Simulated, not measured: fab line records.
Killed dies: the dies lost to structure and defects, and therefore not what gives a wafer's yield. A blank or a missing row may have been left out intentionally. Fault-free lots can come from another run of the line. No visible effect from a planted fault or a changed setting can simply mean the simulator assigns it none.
fab line records    flow n5_finfet
[record] lots = 24  wafers = 72  last_day = 18
route steps=1938 shown BEOL_M4@1084
lots with no fault: from the same line, run without faults
start_h: hours from the record's opening day to when the first of the lot's shown wafers began    wait_h: time in hours since the lot's previous step    " the same as in the row above    L1.1+2: several wafers, shown together as one row    - value missing, or start not given    * or withheld: withheld    < > ~ a bound
route shown NAME@n: a module of which the file shows steps, and the number in the route of the first    usual: the fault-free wafers' mean and standard deviation    same: alike in all rows    chamber/n: place in a boat    sites: the reading at each site    _std_site: standard deviation across them    _edge_site: mean of outer sites minus mean of inner sites    radius_mm: how far each site lies from the wafer's centre    mask NAME#n: copy n    behind: the last tool/chamber to shape the wafer    hold: what put the lot on hold/how long, in hours/how the hold closed    device: which transistor (n, p or np) failed to switch    end of line: the route-end tests of the same wafers    step lacking rows: just its recipe    killed: dies that structure and defects cost at the first sort, which is not the same as the wafer's yield    map: a wafer's dies, x killed, . not, _ none there
set.NAME: setting as actually run; set.NAME@STEP: the setting as run at that earlier step    model.NAME: the simulator's own value behind a step, which no gauge read
steps of the route over a sample of lots; a table a step, a row a wafer
services: when a tool's chamber went out of use (start_h, in hours from the record's first day, below 0 if earlier), for how many hours, and the reason
[[steps]]
[step N5_BEOL_M4_SPUTTER_48]
[recipe] material = Cu  target_thk_a = 45  temp_c = -20  chamber_pressure_pa = 0.07  power_w = withheld  time_s = 8.29
[usual] chuck_sensor_temp_C = -16.0/0.42  throttle_valve_pct = 30.3/0.66
lot.wafer  tool            chamber  start_h  wait_h  chuck_sensor_temp_C  throttle_valve_pct
L074.2     pvd_sputter-02  -        161.04   0.2     -16.0                30.2
L074.3     "               -        "        "       -16.6                30.6
L074.4     "               -        "        "       -15.5                30.1
L075.1     pvd_sputter-03  -        166.44   0.1     -16.5                29.6
L075.3     "               -        "        "       -15.4                29.5
L075.5     "               -        "        "       -16.2                29.7
L076.1     pvd_sputter-03  -        172.30   0.2     -16.2                31.6
L076.2     "               -        "        "       -15.6                30.4
L076.5     "               -        "        "       -15.4                29.6
L077.1     pvd_sputter-01  -        183.86   0.2     -15.4                30.2
L077.2     "               -        "        "       -16.1                30.4
L077.3     "               -        "        "       -16.6                29.4
L078.3     pvd_sputter-01  -        188.18   0.3     -15.8                29.6
L078.5     "               -        "        "       -16.5                29.6
L078.6     "               -        "        "       -15.5                30.3
L080.2     pvd_sputter-02  -        201.44   0.1     -16.2                31.4
L080.4     "               -        "        "       -16.1                30.1
L080.5     "               -        "        "       -16.3                30.5
L079.1     pvd_sputter-03  -        201.73   0.3     -15.9                29.5
L079.4     "               -        "        "       -15.5                30.0
L079.6     "               -        "        "       -16.2                31.5
L081.1     pvd_sputter-01  -        206.21   1.0     -16.0                30.2
L081.2     "               -        "        "       -15.8                29.8
L081.3     "               -        "        "       -16.8                29.4
L082.1     pvd_sputter-01  -        217.05   0.1     -16.7                29.5
L082.3     "               -        "        "       -15.8                29.8
L082.6     "               -        "        "       -16.6                29.7
L083.2     pvd_sputter-02  -        217.11   0.2     -15.9                31.5
L083.5     "               -        "        "       -16.1                31.3
L083.6     "               -        "        "       -16.6                30.4
L084.3     pvd_sputter-03  -        230.94   0.1     -15.5                30.3
L084.5     "               -        "        "       -16.1                29.6
L084.6     "               -        "        "       -16.1                31.5
L085.1     pvd_sputter-02  -        233.36   0.1     -16.2                31.5
L085.2     "               -        "        "       -15.7                29.8
L085.5     "               -        "        "       -16.1                31.5
L086.1     pvd_sputter-02  -        235.20   1.8     -16.1                31.5
L086.3     "               -        "        "       -15.6                29.8
L086.4     "               -        "        "       -16.3                30.6
L087.2     pvd_sputter-03  -        235.42   0.1     -16.2                31.4
L087.3     "               -        "        "       -15.6                30.4
L087.4     "               -        "        "       -16.2                29.5
L088.2     pvd_sputter-01  -        241.05   0.1     -15.9                29.7
L088.5     "               -        "        "       -16.5                29.7
L088.6     "               -        "        "       -16.2                30.5
L089.2     pvd_sputter-03  -        261.97   0.4     -16.2                31.7
L089.3     "               -        "        "       -15.5                30.2
L089.6     "               -        "        "       -15.4                30.3
L090.1     pvd_sputter-03  -        265.02   0.1     -15.5                29.3
L090.2     "               -        "        "       -16.0                29.6
L090.3     "               -        "        "       -15.4                30.0
L091.2     pvd_sputter-02  -        265.16   0.1     -16.0                31.3
L091.4     "               -        "        "       -16.9                30.3
L091.5     "               -        "        "       -16.8                30.5
L092.1     pvd_sputter-02  -        283.47   0.3     -15.7                29.7
L092.4     "               -        "        "       -16.1                30.1
L092.6     "               -        "        "       -16.1                31.4
L095.2     pvd_sputter-02  -        291.44   0.1     -16.7                30.5
L095.3     "               -        "        "       -15.4                30.0
L095.5     "               -        "        "       -16.0                30.0
L093.1     pvd_sputter-01  -        295.01   0.2     -16.5                29.7
L093.3     "               -        "        "       -16.0                29.7
L093.5     "               -        "        "       -16.4                30.1
L094.1     pvd_sputter-02  -        298.20   0.2     -16.6                30.3
L094.2     "               -        "        "       -15.7                29.8
L094.5     "               -        "        "       -15.8                29.7
L097.2     pvd_sputter-01  -        298.98   0.7     -16.7                29.7
L097.3     "               -        "        "       -15.3                29.9
L097.6     "               -        "        "       -16.1                30.2
L096.2     pvd_sputter-02  -        300.38   0.1     -16.8                30.5
L096.4     "               -        "        "       -16.1                31.6
L096.6     "               -        "        "       -16.3                30.4
[step N5_BEOL_M4_SPUTTER_86]
[recipe] material = Cu  target_thk_a = 45  temp_c = -20  chamber_pressure_pa = 0.07  power_w = withheld  time_s = 8.29
[usual] chuck_sensor_temp_C = -16.0/0.43  throttle_valve_pct = 30.3/0.65
lot.wafer  tool            chamber  start_h  wait_h  chuck_sensor_temp_C  throttle_valve_pct
L074.2     pvd_sputter-02  -        161.70   0.1     -16.1                30.1
L074.3     "               -        "        "       -16.7                30.3
L074.4     "               -        "        "       -15.7                29.7
L075.1     pvd_sputter-03  -        167.10   0.1     -16.4                29.3
L075.3     "               -        "        "       -15.4                29.7
L075.5     "               -        "        "       -16.3                29.5
L076.1     pvd_sputter-03  -        172.96   0.1     -16.2                31.3
L076.2     "               -        "        "       -15.5                30.2
L076.5     "               -        "        "       -15.4                29.4
L077.1     pvd_sputter-01  -        184.52   0.1     -15.4                30.3
L077.2     "               -        "        "       -16.4                30.5
L077.3     "               -        "        "       -16.4                29.5
L078.3     pvd_sputter-01  -        188.84   0.1     -15.8                29.6
L078.5     "               -        "        "       -16.5                29.7
L078.6     "               -        "        "       -15.3                30.1
L080.2     pvd_sputter-02  -        202.10   0.1     -16.2                31.3
L080.4     "               -        "        "       -16.1                30.5
L080.5     "               -        "        "       -16.1                30.0
L079.1     pvd_sputter-03  -        202.39   0.1     -16.3                29.5
L079.4     "               -        "        "       -15.3                30.4
L079.6     "               -        "        "       -16.3                31.5
L081.1     pvd_sputter-01  -        206.87   0.1     -16.2                30.3
L081.2     "               -        "        "       -15.8                29.8
L081.3     "               -        "        "       -16.6                29.7
L082.1     pvd_sputter-01  -        217.71   0.1     -16.8                29.7
L082.3     "               -        "        "       -15.8                29.9
L082.6     "               -        "        "       -16.5                29.7
L083.2     pvd_sputter-02  -        217.77   0.1     -16.1                31.5
L083.5     "               -        "        "       -16.1                31.5
L083.6     "               -        "        "       -16.9                30.3
L084.3     pvd_sputter-03  -        231.60   0.1     -15.3                30.2
L084.5     "               -        "        "       -16.4                29.4
L084.6     "               -        "        "       -16.3                31.6
L085.1     pvd_sputter-02  -        234.02   0.1     -16.1                31.2
L085.2     "               -        "        "       -15.8                30.0
L085.5     "               -        "        "       -16.1                31.4
L086.1     pvd_sputter-02  -        235.86   0.1     -16.0                31.4
L086.3     "               -        "        "       -15.7                29.8
L086.4     "               -        "        "       -16.3                30.5
L087.2     pvd_sputter-03  -        236.08   0.1     -16.3                31.8
L087.3     "               -        "        "       -15.4                30.2
L087.4     "               -        "        "       -16.3                29.9
L088.2     pvd_sputter-01  -        241.71   0.1     -15.9                29.8
L088.5     "               -        "        "       -16.3                29.6
L088.6     "               -        "        "       -16.4                30.1
L089.2     pvd_sputter-03  -        262.63   0.1     -16.2                31.4
L089.3     "               -        "        "       -15.6                30.4
L089.6     "               -        "        "       -15.6                30.1
L090.1     pvd_sputter-03  -        265.68   0.1     -15.3                29.5
L090.2     "               -        "        "       -16.3                29.9
L090.3     "               -        "        "       -15.4                30.1
L091.2     pvd_sputter-02  -        265.82   0.1     -16.2                31.1
L091.4     "               -        "        "       -16.8                30.5
L091.5     "               -        "        "       -16.7                30.5
L092.1     pvd_sputter-02  -        284.13   0.1     -15.7                29.8
L092.4     "               -        "        "       -16.1                30.2
L092.6     "               -        "        "       -16.1                31.4
L095.2     pvd_sputter-02  -        292.10   0.1     -16.8                30.3
L095.3     "               -        "        "       -15.8                30.1
L095.5     "               -        "        "       -16.1                30.4
L093.1     pvd_sputter-01  -        295.67   0.1     -16.5                29.8
L093.3     "               -        "        "       -15.7                29.8
L093.5     "               -        "        "       -16.1                30.4
L094.1     pvd_sputter-02  -        298.86   0.1     -16.7                30.1
L094.2     "               -        "        "       -15.8                30.0
L094.5     "               -        "        "       -15.7                30.0
L097.2     pvd_sputter-01  -        299.64   0.1     -16.7                29.8
L097.3     "               -        "        "       -15.2                30.3
L097.6     "               -        "        "       -16.1                30.5
L096.2     pvd_sputter-02  -        301.04   0.1     -17.0                30.3
L096.4     "               -        "        "       -16.2                31.4
L096.6     "               -        "        "       -16.1                30.0
[step N5_BEOL_M4_ANNEAL_89]
[recipe] temp_c = 400  time_s = 240  ambient = vacuum
[usual] heater_power_w = 823/100
lot.wafer  tool            chamber  start_h  wait_h  heater_power_w
L074.2     pvd_sputter-02  -        162.00   0.0     695
L074.3     "               -        "        "       994
L074.4     "               -        "        "       791
L075.1     pvd_sputter-03  -        167.40   0.0     924
L075.3     "               -        "        "       1008
L075.5     "               -        "        "       918
L076.1     pvd_sputter-03  -        173.26   0.0     672
L076.2     "               -        "        "       794
L076.5     "               -        "        "       993
L077.1     pvd_sputter-01  -        184.82   0.0     991
L077.2     "               -        "        "       812
L077.3     "               -        "        "       785
L078.3     pvd_sputter-01  -        189.14   0.0     713
L078.5     "               -        "        "       780
L078.6     "               -        "        "       969
L080.2     pvd_sputter-02  -        202.40   0.0     766
L080.4     "               -        "        "       705
L080.5     "               -        "        "       705
L079.1     pvd_sputter-03  -        202.69   0.0     902
L079.4     "               -        "        "       821
L079.6     "               -        "        "       659
L081.1     pvd_sputter-01  -        207.17   0.0     803
L081.2     "               -        "        "       732
L081.3     "               -        "        "       817
L082.1     pvd_sputter-01  -        218.01   0.0     821
L082.3     "               -        "        "       725
L082.6     "               -        "        "       818
L083.2     pvd_sputter-02  -        218.07   0.0     769
L083.5     "               -        "        "       788
L083.6     "               -        "        "       972
L084.3     pvd_sputter-03  -        231.90   0.0     822
L084.5     "               -        "        "       911
L084.6     "               -        "        "       695
L085.1     pvd_sputter-02  -        234.32   0.0     783
L085.2     "               -        "        "       794
L085.5     "               -        "        "       790
L086.1     pvd_sputter-02  -        236.16   0.0     794
L086.3     "               -        "        "       837
L086.4     "               -        "        "       700
L087.2     pvd_sputter-03  -        236.38   0.0     686
L087.3     "               -        "        "       801
L087.4     "               -        "        "       911
L088.2     pvd_sputter-01  -        242.01   0.0     707
L088.5     "               -        "        "       807
L088.6     "               -        "        "       796
L089.2     pvd_sputter-03  -        262.93   0.0     677
L089.3     "               -        "        "       824
L089.6     "               -        "        "       796
L090.1     pvd_sputter-03  -        265.98   0.0     987
L090.2     "               -        "        "       930
L090.3     "               -        "        "       791
L091.2     pvd_sputter-02  -        266.12   0.0     774
L091.4     "               -        "        "       975
L091.5     "               -        "        "       967
L092.1     pvd_sputter-02  -        284.43   0.0     807
L092.4     "               -        "        "       703
L092.6     "               -        "        "       783
L095.2     pvd_sputter-02  -        292.40   0.0     946
L095.3     "               -        "        "       796
L095.5     "               -        "        "       712
L093.1     pvd_sputter-01  -        295.97   0.0     816
L093.3     "               -        "        "       703
L093.5     "               -        "        "       802
L094.1     pvd_sputter-02  -        299.16   0.0     974
L094.2     "               -        "        "       795
L094.5     "               -        "        "       790
L097.2     pvd_sputter-01  -        299.94   0.0     819
L097.3     "               -        "        "       981
L097.6     "               -        "        "       793
L096.2     pvd_sputter-02  -        301.34   0.0     985
L096.4     "               -        "        "       781
L096.6     "               -        "        "       712
[step N5_BEOL_M4_ANNEAL_91]
[recipe] temp_c = 400  time_s = 240  ambient = vacuum
[usual] heater_power_w = 822/100
lot.wafer  tool            chamber  start_h  wait_h  heater_power_w
L074.2     pvd_sputter-02  -        162.22   0.0     711
L074.3     "               -        "        "       1001
L074.4     "               -        "        "       819
L075.1     pvd_sputter-03  -        167.62   0.0     921
L075.3     "               -        "        "       981
L075.5     "               -        "        "       931
L076.1     pvd_sputter-03  -        173.48   0.0     671
L076.2     "               -        "        "       838
L076.5     "               -        "        "       972
L077.1     pvd_sputter-01  -        185.04   0.0     963
L077.2     "               -        "        "       801
L077.3     "               -        "        "       800
L078.3     pvd_sputter-01  -        189.36   0.0     696
L078.5     "               -        "        "       811
L078.6     "               -        "        "       981
L080.2     pvd_sputter-02  -        202.62   0.0     786
L080.4     "               -        "        "       718
L080.5     "               -        "        "       694
L079.1     pvd_sputter-03  -        202.91   0.0     922
L079.4     "               -        "        "       823
L079.6     "               -        "        "       685
L081.1     pvd_sputter-01  -        207.39   0.0     790
L081.2     "               -        "        "       699
L081.3     "               -        "        "       808
L082.1     pvd_sputter-01  -        218.23   0.0     798
L082.3     "               -        "        "       714
L082.6     "               -        "        "       795
L083.2     pvd_sputter-02  -        218.29   0.0     787
L083.5     "               -        "        "       806
L083.6     "               -        "        "       964
L084.3     pvd_sputter-03  -        232.12   0.0     816
L084.5     "               -        "        "       915
L084.6     "               -        "        "       675
L085.1     pvd_sputter-02  -        234.54   0.0     794
L085.2     "               -        "        "       801
L085.5     "               -        "        "       786
L086.1     pvd_sputter-02  -        236.38   0.0     797
L086.3     "               -        "        "       811
L086.4     "               -        "        "       711
L087.2     pvd_sputter-03  -        236.60   0.0     670
L087.3     "               -        "        "       809
L087.4     "               -        "        "       923
L088.2     pvd_sputter-01  -        242.23   0.0     715
L088.5     "               -        "        "       784
L088.6     "               -        "        "       796
L089.2     pvd_sputter-03  -        263.15   0.0     674
L089.3     "               -        "        "       796
L089.6     "               -        "        "       812
L090.1     pvd_sputter-03  -        266.20   0.0     973
L090.2     "               -        "        "       924
L090.3     "               -        "        "       804
L091.2     pvd_sputter-02  -        266.34   0.0     768
L091.4     "               -        "        "       981
L091.5     "               -        "        "       970
L092.1     pvd_sputter-02  -        284.65   0.0     801
L092.4     "               -        "        "       696
L092.6     "               -        "        "       762
L095.2     pvd_sputter-02  -        292.62   0.0     992
L095.3     "               -        "        "       809
L095.5     "               -        "        "       700
L093.1     pvd_sputter-01  -        296.19   0.0     783
L093.3     "               -        "        "       716
L093.5     "               -        "        "       828
L094.1     pvd_sputter-02  -        299.38   0.0     957
L094.2     "               -        "        "       807
L094.5     "               -        "        "       802
L097.2     pvd_sputter-01  -        300.16   0.0     806
L097.3     "               -        "        "       981
L097.6     "               -        "        "       797
L096.2     pvd_sputter-02  -        301.56   0.0     980
L096.4     "               -        "        "       765
L096.6     "               -        "        "       693
[step N5_BEOL_M4_SPUTTER_92]
[recipe] material = Cu  target_thk_a = 45  temp_c = -20  chamber_pressure_pa = 0.07  power_w = withheld  time_s = 8.29
[usual] chuck_sensor_temp_C = -16.0/0.41  throttle_valve_pct = 30.3/0.67
lot.wafer  tool            chamber  start_h  wait_h  chuck_sensor_temp_C  throttle_valve_pct
L074.2     pvd_sputter-02  -        162.36   0.1     -16.3                30.0
L074.3     "               -        "        "       -16.7                30.3
L074.4     "               -        "        "       -15.8                29.8
L075.1     pvd_sputter-03  -        167.76   0.1     -16.4                29.6
L075.3     "               -        "        "       -15.5                29.7
L075.5     "               -        "        "       -16.1                29.6
L076.1     pvd_sputter-03  -        173.62   0.1     -16.3                31.7
L076.2     "               -        "        "       -15.5                30.2
L076.5     "               -        "        "       -15.5                29.4
L077.1     pvd_sputter-01  -        185.18   0.1     -15.4                30.4
L077.2     "               -        "        "       -16.1                30.1
L077.3     "               -        "        "       -16.4                29.6
L078.3     pvd_sputter-01  -        189.50   0.1     -15.7                29.5
L078.5     "               -        "        "       -16.6                29.5
L078.6     "               -        "        "       -15.4                30.2
L080.2     pvd_sputter-02  -        202.76   0.1     -16.0                31.4
L080.4     "               -        "        "       -16.3                30.2
L080.5     "               -        "        "       -16.1                30.3
L079.1     pvd_sputter-03  -        203.05   0.1     -16.2                29.6
L079.4     "               -        "        "       -15.4                30.3
L079.6     "               -        "        "       -16.2                31.7
L081.1     pvd_sputter-01  -        207.53   0.1     -16.3                30.4
L081.2     "               -        "        "       -15.8                29.6
L081.3     "               -        "        "       -16.5                29.4
L082.1     pvd_sputter-01  -        218.37   0.1     -16.6                29.6
L082.3     "               -        "        "       -15.7                29.8
L082.6     "               -        "        "       -16.5                29.5
L083.2     pvd_sputter-02  -        218.43   0.1     -16.1                31.6
L083.5     "               -        "        "       -16.0                31.5
L083.6     "               -        "        "       -16.7                30.4
L084.3     pvd_sputter-03  -        232.26   0.1     -15.4                30.2
L084.5     "               -        "        "       -16.2                29.7
L084.6     "               -        "        "       -16.2                31.8
L085.1     pvd_sputter-02  -        234.68   0.1     -16.1                31.2
L085.2     "               -        "        "       -15.9                29.9
L085.5     "               -        "        "       -16.1                31.1
L086.1     pvd_sputter-02  -        236.52   0.1     -16.1                31.3
L086.3     "               -        "        "       -15.8                29.9
L086.4     "               -        "        "       -16.0                30.1
L087.2     pvd_sputter-03  -        236.74   0.1     -16.3                31.8
L087.3     "               -        "        "       -15.6                30.0
L087.4     "               -        "        "       -16.1                29.8
L088.2     pvd_sputter-01  -        242.37   0.1     -15.8                29.6
L088.5     "               -        "        "       -16.6                29.6
L088.6     "               -        "        "       -16.2                30.1
L089.2     pvd_sputter-03  -        263.29   0.1     -16.3                31.8
L089.3     "               -        "        "       -15.4                30.1
L089.6     "               -        "        "       -15.7                30.2
L090.1     pvd_sputter-03  -        266.34   0.1     -15.5                29.3
L090.2     "               -        "        "       -16.1                29.7
L090.3     "               -        "        "       -15.4                30.4
L091.2     pvd_sputter-02  -        266.48   0.1     -16.1                31.2
L091.4     "               -        "        "       -16.8                30.3
L091.5     "               -        "        "       -16.5                30.5
L092.1     pvd_sputter-02  -        284.79   0.1     -15.7                30.0
L092.4     "               -        "        "       -16.1                29.9
L092.6     "               -        "        "       -16.2                31.4
L095.2     pvd_sputter-02  -        292.76   0.1     -16.6                30.1
L095.3     "               -        "        "       -15.7                30.1
L095.5     "               -        "        "       -16.1                30.3
L093.1     pvd_sputter-01  -        296.33   0.1     -16.5                29.6
L093.3     "               -        "        "       -15.8                29.8
L093.5     "               -        "        "       -16.3                30.3
L094.1     pvd_sputter-02  -        299.52   0.1     -16.7                30.5
L094.2     "               -        "        "       -15.9                29.8
L094.5     "               -        "        "       -15.8                30.0
L097.2     pvd_sputter-01  -        300.30   0.1     -16.4                29.4
L097.3     "               -        "        "       -15.4                30.4
L097.6     "               -        "        "       -16.3                30.1
L096.2     pvd_sputter-02  -        301.70   0.1     -16.7                30.5
L096.4     "               -        "        "       -16.1                31.5
L096.6     "               -        "        "       -16.1                30.0
[step N5_BEOL_M4_ANNEAL_95]
[recipe] temp_c = 400  time_s = 240  ambient = vacuum
[usual] heater_power_w = 825/110
lot.wafer  tool            chamber  start_h  wait_h  heater_power_w
L074.2     pvd_sputter-02  -        162.66   0.0     703
L074.3     "               -        "        "       972
L074.4     "               -        "        "       794
L075.1     pvd_sputter-03  -        168.06   0.0     930
L075.3     "               -        "        "       967
L075.5     "               -        "        "       931
L076.1     pvd_sputter-03  -        173.92   0.0     689
L076.2     "               -        "        "       832
L076.5     "               -        "        "       998
L077.1     pvd_sputter-01  -        185.48   0.0     979
L077.2     "               -        "        "       808
L077.3     "               -        "        "       806
L078.3     pvd_sputter-01  -        189.80   0.0     708
L078.5     "               -        "        "       810
L078.6     "               -        "        "       1003
L080.2     pvd_sputter-02  -        203.06   0.0     769
L080.4     "               -        "        "       712
L080.5     "               -        "        "       699
L079.1     pvd_sputter-03  -        203.35   0.0     932
L079.4     "               -        "        "       799
L079.6     "               -        "        "       677
L081.1     pvd_sputter-01  -        207.83   0.0     810
L081.2     "               -        "        "       729
L081.3     "               -        "        "       824
L082.1     pvd_sputter-01  -        218.67   0.0     804
L082.3     "               -        "        "       708
L082.6     "               -        "        "       793
L083.2     pvd_sputter-02  -        218.73   0.0     791
L083.5     "               -        "        "       785
L083.6     "               -        "        "       1002
L084.3     pvd_sputter-03  -        232.56   0.0     808
L084.5     "               -        "        "       929
L084.6     "               -        "        "       697
L085.1     pvd_sputter-02  -        234.98   0.0     787
L085.2     "               -        "        "       808
L085.5     "               -        "        "       780
L086.1     pvd_sputter-02  -        236.82   0.0     780
L086.3     "               -        "        "       782
L086.4     "               -        "        "       707
L087.2     pvd_sputter-03  -        237.04   0.0     674
L087.3     "               -        "        "       801
L087.4     "               -        "        "       948
L088.2     pvd_sputter-01  -        242.67   0.0     708
L088.5     "               -        "        "       798
L088.6     "               -        "        "       801
L089.2     pvd_sputter-03  -        263.59   0.0     671
L089.3     "               -        "        "       803
L089.6     "               -        "        "       827
L090.1     pvd_sputter-03  -        266.64   0.0     974
L090.2     "               -        "        "       951
L090.3     "               -        "        "       836
L091.2     pvd_sputter-02  -        266.78   0.0     781
L091.4     "               -        "        "       985
L091.5     "               -        "        "       971
L092.1     pvd_sputter-02  -        285.09   0.0     817
L092.4     "               -        "        "       708
L092.6     "               -        "        "       787
L095.2     pvd_sputter-02  -        293.06   0.0     1000
L095.3     "               -        "        "       784
L095.5     "               -        "        "       707
L093.1     pvd_sputter-01  -        296.63   0.0     793
L093.3     "               -        "        "       714
L093.5     "               -        "        "       779
L094.1     pvd_sputter-02  -        299.82   0.0     931
L094.2     "               -        "        "       780
L094.5     "               -        "        "       811
L097.2     pvd_sputter-01  -        300.60   0.0     796
L097.3     "               -        "        "       990
L097.6     "               -        "        "       801
L096.2     pvd_sputter-02  -        302.00   0.0     986
L096.4     "               -        "        "       789
L096.6     "               -        "        "       705
[[services]]
tool            chamber  start_h  hours  kind
pvd_sputter-03  -        149.66   0.9    repair
pvd_sputter-01  -        265.37   5.6    repair
[[key]]
fault none
